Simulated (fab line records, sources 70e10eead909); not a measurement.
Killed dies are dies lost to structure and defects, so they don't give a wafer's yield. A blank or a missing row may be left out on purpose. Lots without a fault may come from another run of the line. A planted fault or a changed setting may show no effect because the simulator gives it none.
A struck lot beside a sound one | flow nand_harc | 14 steps out of a route of 1302
Sound: wafers L366.1, L366.2, L366.3. Struck: wafers L374.3, L374.4, L374.5. The cause comes at the end.
At each step with rows: each side's tool, then ch and its chambers, then its first start. Under that, the readings that differ: sound wafers | struck wafers | difference of the means | sigmas: that difference in standard deviations of wafers without a fault.
alike: readings whose means differ by less than 2 such deviations, and words and numbers that are the same on both sides. not compared: withheld readings, readings that some wafer has no value for, bounds like >300 that may hide the same value, and numbers for which the record gives no deviation and whose values overlap.
The two part at a step that has a row with sigmas, a row that says differs or no value, or rows on one side only. Numbers that don't overlap but have no deviation are shown without sigmas and don't part them. A reading that every wafer of one side lacks parts them only if that side has two wafers or more.

NHARC_A_CONTACT_ETCH_138: etches the open film in C4F8/O2/Ar, time 311 s, target depth 1914 nm.
  sound on har_cap_etch-02 ch 0,1, day 22 23:42; struck on har_cap_etch-03 ch 0,1, day 26 12:24
  not compared: rf_hours_counter_h
NHARC_A_CONTACT_ETCH_139: etches the open film in C4F8/O2/Ar, time 195 s, target depth 840 nm.
  sound on har_cap_etch-02 ch 0,1, day 22 23:58; struck on har_cap_etch-03 ch 0,1, day 26 12:40
  not compared: rf_hours_counter_h
then, 1 step without rows for these wafers: NHARC_A_CONTACT_ETCH_92 (etches the open film in CH3F/O2, target depth 40 nm, time 85.7 s).
NHARC_A_CONTACT_ETCH_98: etches the open film in C4F6/O2, target depth 20 nm, time 10 s.
  sound on rie_diel-03 ch 0,1,3; struck on rie_diel-02 ch 0,1,3
  alike: drypump_motor_current_A, oes_product_au, rf_vpp_V, showerhead_plenum_p_Torr, throttle_valve_pct
  not compared: rf_hours_counter_h
NHARC_A_CONTACT_CD_MEAS_15:
  sound on cd_sem-01, day 23 00:46; struck on cd_sem-03, day 26 13:23
  alike: cd_nm
then, 3 steps without rows for these wafers: NHARC_A_CONTACT_STRIP_107 (strips in N2/H2); NHARC_A_CONTACT_STRIP_108 (strips in CF4/CHF3); NHARC_A_CONTACT_STRIP_109 (strips in O2/COS).
NHARC_A_CONTACT_ETCH_110: etches the open film in CF4/O2, target depth 60 nm, overetch 6 nm, time 33 s.
  sound on rie_diel-03 ch 0,1,3, day 23 01:04; struck on rie_diel-03 ch 1,2, day 26 13:40
  reading               | sound             | struck            | difference | sigmas
  oes_product_au (a.u.) | 0.996 0.985 1.009 | 1.021 1.015 1.014 | +0.020     | +2
  alike: cf4_flow_sccm, drypump_motor_current_A, oes_ar_750_au, rf_vpp_V, showerhead_plenum_p_Torr, throttle_valve_pct
  not compared: rf_hours_counter_h
NHARC_A_CONTACT_STRIP_26: strips in O2.
  sound on rie_diel-03 ch 1,2,3; struck on rie_diel-03 ch 0,1,2
  alike: drypump_motor_current_A, oes_product_au, rf_vpp_V, showerhead_plenum_p_Torr, throttle_valve_pct
  not compared: rf_hours_counter_h
then, 2 steps without rows for these wafers: NHARC_A_CONTACT_STRIP_27 (strips in post etch residue remover, time 600 s); NHARC_A_CONTACT_ALD_18 (deposits TiN, target thk 3 nm, pulse time 1 s, ald cycles 150).
NHARC_A_CONTACT_CVD_19: deposits W, target thk 300 nm, time 802 s.
  sound on cvd_w-01 ch 0,1, day 23 02:01; struck on cvd_w-01 ch 0,1, day 26 15:49
  alike: heater_power_w, throttle_valve_pct
NHARC_A_CONTACT_CMP_20: polishes, t overpolish 30 s, target thk 300 nm.
  sound on cmp-04 ch 0,1,2, day 23 02:54; struck on cmp-02 ch 0,1,2, day 26 16:35
  reading                | sound          | struck            | difference | sigmas
  time_to_endpoint_s (s) | 57.2 56.5 59.8 | 120.6 114.7 126.9 | +62.9      | +22
  alike: motor_current_A, overpolish_run_s

WHERE THEY PART
First at NHARC_A_CONTACT_ETCH_110; last, within this record, at NHARC_A_CONTACT_CMP_20.

WHY: what the simulator had put in
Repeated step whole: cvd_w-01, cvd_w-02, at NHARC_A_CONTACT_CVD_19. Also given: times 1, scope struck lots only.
